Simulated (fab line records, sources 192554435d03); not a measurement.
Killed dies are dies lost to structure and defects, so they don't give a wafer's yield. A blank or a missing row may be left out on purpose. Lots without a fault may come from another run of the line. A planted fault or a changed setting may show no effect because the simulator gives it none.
Split-lot experiment | flow n5_finfet | 7 lots, 21 wafers read, on a route of 1938 steps

THE SPLIT
At N5_BEOL_M0_SAQP_COAT_72 (time 60 s, resist thk 15 nm), the setting spin_rpm was moved away from the recipe's 1500 rpm on 6 of the 21 wafers read, by -5.5% to +6.8%. The other wafers ran this setting at the recipe's value.

FROM THE SPLIT TO THE READING: what the file shows between them, 5 steps
- N5_BEOL_M0_SAQP_COAT_87: time 60 s, resist thk 5 nm (also split here: temp_c)
- N5_BEOL_M0_SAQP_COAT_34: resist thk 30 nm
- N5_BEOL_M0_SAQP_EBR_36
- N5_BEOL_M0_SAQP_DESCUM_45: chemistry O2, time 7 s
- N5_BEOL_M0_SAQP_ETCH_88: etches underlayer in N2/H2, target depth 6.5 nm, time 5.2 s

THE READING
etch.depth_nm (the simulator's own value, which no gauge read), in nm, at N5_BEOL_M0_SAQP_ETCH_73 (etches SiARC in CF4, target depth 19.5 nm, time 32.5 s). The file gives no usual value for it. The 15 wafers here that ran the recipe average 14.98 nm, standard deviation 0.032 nm.

wafer  | tool, chamber at the split | spin_rpm as run, rpm | against the recipe | etch.depth_nm, nm | against lot-mates on the recipe
L079.3 | litho_track-04, 0          | 1500                 | recipe             | 14.98             | -
L079.5 | litho_track-04, 0          | 1500                 | recipe             | 14.92             | -
L079.6 | litho_track-04, 0          | 1429                 | -4.7%              | 15.36             | +0.41
L081.2 | litho_track-01, 0          | 1500                 | recipe             | 15.06             | -
L081.4 | litho_track-01, 0          | 1565                 | +4.3%              | 14.72             | -0.34
L081.6 | litho_track-01, 0          | 1565                 | +4.3%              | 14.71             | -0.35
L087.2 | litho_track-04, 0          | 1500                 | recipe             | 14.96             | -
L087.6 | litho_track-04, 0          | 1500                 | recipe             | 14.96             | -
L087.3 | litho_track-04, 0          | 1500                 | recipe             | 14.99             | -
L090.1 | litho_track-04, 0          | 1500                 | recipe             | 14.94             | -
L090.2 | litho_track-04, 0          | 1602                 | +6.8%              | 14.47             | -0.49
L090.6 | litho_track-04, 0          | 1500                 | recipe             | 14.98             | -
L091.1 | litho_track-04, 0          | 1500                 | recipe             | 15.02             | -
L091.4 | litho_track-04, 0          | 1500                 | recipe             | 14.97             | -
L091.5 | litho_track-04, 0          | 1500                 | recipe             | 14.97             | -
L097.3 | litho_track-01, 0          | 1500                 | recipe             | 14.99             | -
L097.4 | litho_track-01, 0          | 1500                 | recipe             | 14.98             | -
L097.5 | litho_track-01, 0          | 1500                 | recipe             | 14.98             | -
L096.3 | litho_track-04, 0          | 1418                 | -5.5%              | 15.42             | +0.47
L096.5 | litho_track-04, 0          | 1500                 | recipe             | 14.95             | -
L096.6 | litho_track-04, 0          | 1418                 | -5.5%              | 15.37             | +0.42

THE FIT
A straight line over all 21 wafers: etch.depth_nm changes by -0.0729 nm for each +1% of spin_rpm; r = -0.99; the points scatter about the line by 0.035 nm.
The same after taking each lot's own level away (the mean of its wafers on the recipe; 21 wafers): -0.0791 nm for each +1%; r = -1.00; scatter 0.022 nm.
On that fit, the largest move of spin_rpm shifts the reading by 0.54 nm.
The lots' own levels span 14.950 to 15.060 nm, that is 3.5 times the standard deviation above.
So the lot-to-lot level changes the slope little: the two slopes agree.
Check: with one of the wafers moved furthest among these (+6.8%) left out of the fit, the line predicts -0.554 nm for it against its lot-mates. It came out at -0.49 nm against them.

OTHER SPLITS ON THESE WAFERS
These wafers also went through other splits before the reading. Each is held against what the fit with the lots' levels taken away leaves over:
other split on the same wafers        | wafers away from the commonest value | r with etch.depth_nm (lot level and that fit taken away)
N5_MOL_CONTACT_COAG_ETCH_47 source_w  | 11                                   | +0.22
N5_MOL_CONTACT_COAG_COAT_64 spin_rpm  | 7                                    | +0.04
N5_MOL_CONTACT_COAG_EXPOSE_37 dose_mj | 4                                    | -0.11
N5_BEOL_M0_SAQP_COAT_87 temp_c        | 7                                    | -0.10

THE WHOLE CHAIN: every reading that the file lists as answering this split, in the file's order
step                    | what it does                                           | reading                                                                               | change (the file's fit)                | r (the file's)
N5_BEOL_M0_SAQP_COAT_72 | time 60 s, resist thk 15 nm                            | SiARC_of_BEOL_M0_SAQP_COAT_72.thk_nm (the simulator's own value, which no gauge read) | -0.0769 nm for each +1% of the setting | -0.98
N5_BEOL_M0_SAQP_ETCH_73 | etches SiARC in CF4, target depth 19.5 nm, time 32.5 s | etch.depth_nm (the simulator's own value, which no gauge read)                        | -0.0784 nm for each +1% of the setting | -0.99

THE FILE'S OWN FIT
etch.depth_nm changes by -0.0784 nm for each +1% of spin_rpm, r = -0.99.
